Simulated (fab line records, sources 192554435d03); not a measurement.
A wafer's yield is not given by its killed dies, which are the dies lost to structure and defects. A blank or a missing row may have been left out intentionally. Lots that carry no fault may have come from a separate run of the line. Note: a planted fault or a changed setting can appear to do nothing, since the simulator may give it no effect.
Split-lot study | flow n5-finfet | route with 1938 steps; 7 lots, 21 wafers read

## THE SPLIT
At N5_BEOL_M5_ETCH_41 (etches SiCN in CH3F/O2, target depth 31.5 nm, time 56.7 s), the setting source-w was moved away from the recipe's 395 W on 7 of the 21 wafers read, by -16.6% to +13.8%. This setting was run at the recipe's value on the other wafers.

The reading comes from the split's own step.

## THE READING
rf-vpp-V, in V, at N5_BEOL_M5_ETCH_41 (etches SiCN in CH3F/O2, target depth 31.5 nm, time 56.7 s). Fault-free wafers of this fab line usually give 297.2 V, standard deviation 1.5 V.

wafer  | tool, chamber at the split | source-w as run, W | against the recipe | rf-vpp-V, V | against lot-mates on the recipe
L075.1 | rie-diel-03, 0             | 395                | recipe             | 297.1       | -
L075.3 | rie-diel-03, 1             | 395                | recipe             | 298.7       | -
L075.4 | rie-diel-03, 3             | 395                | recipe             | 297.3       | -
L076.1 | rie-diel-04, 0             | 395                | recipe             | 295.4       | -
L076.2 | rie-diel-04, 3             | 395                | recipe             | 299.8       | -
L076.6 | rie-diel-04, 2             | 330.4              | -16.4%             | 316.4       | +18.8
L077.2 | rie-diel-02, 3             | 395                | recipe             | 295.2       | -
L077.5 | rie-diel-02, 0             | 395                | recipe             | 297.9       | -
L077.6 | rie-diel-02, 2             | 329.5              | -16.6%             | 315.0       | +18.5
L080.4 | rie-diel-02, 0             | 349.4              | -11.5%             | 309.9       | +13.9
L080.5 | rie-diel-02, 2             | 395                | recipe             | 297.1       | -
L080.6 | rie-diel-02, 3             | 395                | recipe             | 294.9       | -
L087.1 | rie-diel-02, 3             | 395                | recipe             | 294.7       | -
L087.2 | rie-diel-02, 0             | 449.7              | +13.8%             | 285.8       | -8.9
L087.4 | rie-diel-02, 1             | 449.7              | +13.8%             | 284.1       | -10.6
L089.2 | rie-diel-04, 2             | 333.3              | -15.6%             | 315.7       | +20.6
L089.3 | rie-diel-04, 0             | 395                | recipe             | 295.2       | -
L089.5 | rie-diel-04, 0             | 395                | recipe             | 295.1       | -
L090.1 | rie-diel-03, 0             | 395                | recipe             | 296.6       | -
L090.2 | rie-diel-03, 2             | 331.1              | -16.2%             | 312.5       | +15.5
L090.4 | rie-diel-03, 3             | 395                | recipe             | 297.4       | -

FIT RESULTS
A straight line over all 21 wafers: rf-vpp-V changes by -1.04 V for each +1% of source-w; r = -0.98; the points scatter about the line by 1.8 V.
The same after taking each lot's own level away (the mean of its wafers on the recipe; 21 wafers): -1 V for each +1%; r = -0.98; scatter 2 V.
That fit puts the effect of the largest move of source-w on the reading at 17 V.
From 294.70 to 297.70 V: that is the span of the lots' own levels, equal to 2.0 times the standard deviation above.
Hence the lot-to-lot level has little effect on the slope; both slopes agree.
Check: +17.3 V against its lot-mates is what the line predicts for one of the wafers moved furthest among these (-16.6%) when that wafer is left out of the fit. Against them it came out at +18.5 V.
Tool readings at the split's step, against how far the setting was moved: rf-vpp-V r = -0.98.

## ADDITIONAL SPLITS CARRIED BY THESE WAFERS
Other splits were also applied to these wafers ahead of the reading. Each is held against what the fit with the lots' levels taken away leaves over:
other split on the same wafers    | wafers away from the commonest value | r with rf-vpp-V (lot level and that fit taken away)
N5_BEOL_M5_HM_DEP_02 target-thk-a | 11                                   | +0.07

## THE WHOLE CHAIN: every reading that the file lists as answering this split, in the file's order
step               | what it does                                              | reading                                                        | change (the file's fit)                | r (the file's)
N5_BEOL_M5_ETCH_41 | etches SiCN in CH3F/O2, target depth 31.5 nm, time 56.7 s | rf-vpp-V                                                       | -1.08 V for each +1% of the setting    | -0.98
N5_BEOL_M5_ETCH_41 | etches SiCN in CH3F/O2, target depth 31.5 nm, time 56.7 s | etch.depth-nm (the simulator's own value, which no gauge read) | +0.0755 nm for each +1% of the setting | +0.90

## FILE'S OWN FIT
rf-vpp-V changes by -1.08 V for each +1% of source-w, r = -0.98.
